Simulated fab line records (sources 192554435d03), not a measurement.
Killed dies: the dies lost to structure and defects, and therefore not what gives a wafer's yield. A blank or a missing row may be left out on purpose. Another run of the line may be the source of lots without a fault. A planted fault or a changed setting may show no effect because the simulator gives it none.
Split-lot trial -- flow n5 finfet -- route with 1938 steps; 7 lots, 21 wafers read

## SPLIT DETAILS
At N5_BEOL_M11_TRENCH_ETCH_37 (etches SiCOH lowk in C4F6/O2, target depth 148.83 nm, time 48 s), the setting time s was moved away from the recipe's 48 s on 6 of the 21 wafers read, by -17.0% to +16.8%. For the rest of the wafers, this setting stayed at what the recipe calls for.

## FROM THE SPLIT TO THE READING: what the file shows between them, 11 steps
- N5_BEOL_M11_ETCH_41: etches SiCN in CH3F/O2, target depth 42.6 nm, time 86 s
- N5_BEOL_M11_STRIP_77: strips in N2/H2, time 10 s
- N5_BEOL_M11_OCD_MEAS_38
- N5_BEOL_M11_HM_STRIP_39: strips TiN in peroxide tin strip, target depth 25 nm, time 158 s
- N5_BEOL_M11_SRD_40: time 30 s
- N5_BEOL_M11_ECD_50: material Cu, target thk 318 nm
- N5_BEOL_M11_ANNEAL_51: time 90 s
- N5_BEOL_M11_CMP_52: polishes, stops on SiCOH lowk, t overpolish 7 s, target thk 140 nm
- N5_BEOL_M11_THK_MEAS_53: measures by xrf
- N5_BEOL_M11_PRE_CLEAN_55: time 15 s
- N5_BEOL_M11_DEP_56: deposits SiCN from 3MS/NH3, target thk 30 nm, time 10.5 s

## THE READING
Measured at N5_BEOL_M11_RS_MEAS_57 by four-point probe: M11_RS, in ohm/sq. Typical for fault-free wafers on this fab line: 0.150 ohm/sq, with standard deviation 0.0039 ohm/sq.

wafer,"tool, chamber at the split","time s as run, s",against the recipe,"M11_RS, ohm/sq",against lot-mates on the recipe
L074.3,"rie diel-05, 0",48,recipe,0.145,-
L074.4,"rie diel-05, 0",48,recipe,0.144,-
L074.6,"rie diel-05, 1",48,recipe,0.148,-
L075.1,"rie diel-05, 1",39.85,-17.0%,0.190,+0.041
L075.2,"rie diel-05, 0",48,recipe,0.145,-
L075.3,"rie diel-05, 3",48,recipe,0.154,-
L077.2,"rie diel-05, 3",52.79,+10.0%,0.139,-0.006
L077.3,"rie diel-05, 2",48,recipe,0.145,-
L077.5,"rie diel-05, 1",52.79,+10.0%,0.134,-0.011
L078.2,"rie diel-05, 1",40.34,-16.0%,0.188,+0.040
L078.5,"rie diel-05, 1",48,recipe,0.150,-
L078.6,"rie diel-05, 0",48,recipe,0.146,-
L087.1,"rie diel-06, 0",48,recipe,0.156,-
L087.3,"rie diel-06, 3",48,recipe,0.149,-
L087.4,"rie diel-06, 2",48,recipe,0.157,-
L092.3,"rie diel-03, 1",56.06,+16.8%,0.125,-0.025
L092.4,"rie diel-03, 0",48,recipe,0.152,-
L092.6,"rie diel-03, 3",48,recipe,0.149,-
L097.1,"rie diel-06, 1",48,recipe,0.154,-
L097.4,"rie diel-06, 3",48,recipe,0.147,-
L097.5,"rie diel-06, 2",41.61,-13.3%,0.183,+0.033

FIT RESULTS
A straight line over all 21 wafers: M11_RS changes by -0.002 ohm/sq for each +1% of time s; r = -0.95; the points scatter about the line by 0.0051 ohm/sq.
The same after taking each lot's own level away (the mean of its wafers on the recipe; 21 wafers): -0.00194 ohm/sq for each +1%; r = -0.95; scatter 0.005 ohm/sq.
According to that fit, moving time s by its largest amount changes the reading by 0.033 ohm/sq.
From 0.1450 to 0.1540 ohm/sq: that is the span of the lots' own levels, equal to 2.3 times the standard deviation above.
So the lot-to-lot level changes the slope little: the two slopes agree.
Check: +0.0335 ohm/sq against its lot-mates is what the line predicts for one of the wafers moved furthest among these (-17.0%) when that wafer is left out of the fit. It came out at +0.0405 ohm/sq against them.

## THESE WAFERS: OTHER SPLITS
Other splits were also applied to these wafers ahead of the reading. Each is held against what the fit with the lots' levels taken away leaves over:
other split on the same wafers,wafers away from the commonest value,r with M11_RS (lot level and that fit taken away)
N5_BEOL_M11_COAT_59 spin rpm,7,-0.06
N5_BEOL_M11_ETCH_66 time s,8,-0.02

## THE WHOLE CHAIN: every reading that the file lists as answering this split, in the file's order
step,what it does,reading,change (the file's fit),r (the file's)
N5_BEOL_M11_TRENCH_ETCH_37,"etches SiCOH lowk in C4F6/O2, target depth 148.83 nm, time 48 s","etch.depth nm (the simulator's own value, which no gauge read)",+1.56 nm for each +1% of the setting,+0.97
N5_BEOL_M11_TRENCH_ETCH_37,"etches SiCOH lowk in C4F6/O2, target depth 148.83 nm, time 48 s","BEOL_M11.feature depth nm (the simulator's own value, which no gauge read)",+1.56 nm for each +1% of the setting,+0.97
N5_BEOL_M11_TRENCH_ETCH_37,"etches SiCOH lowk in C4F6/O2, target depth 148.83 nm, time 48 s","TiN_of_BEOL_M11_HM_DEP_02.thk nm (the simulator's own value, which no gauge read)",-0.0441 nm for each +1% of the setting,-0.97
N5_BEOL_M11_OCD_MEAS_38,,trench depth nm,+1.56 nm for each +1% of the setting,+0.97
N5_BEOL_M11_CMP_52,"polishes, stops on SiCOH lowk, t overpolish 7 s, target thk 140 nm","Cu_of_BEOL_M11_ECD_50.thk nm (the simulator's own value, which no gauge read)",+1.56 nm for each +1% of the setting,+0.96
N5_BEOL_M11_THK_MEAS_53,measures by xrf,M11_THK,+1.58 for each +1% of the setting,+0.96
N5_BEOL_M11_RS_MEAS_57,measures by four-point-probe,M11_RS,-0.00206 for each +1% of the setting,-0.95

## THE FILE'S OWN FIT
M11_RS changes by -0.00206 ohm/sq for each +1% of time s, r = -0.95.
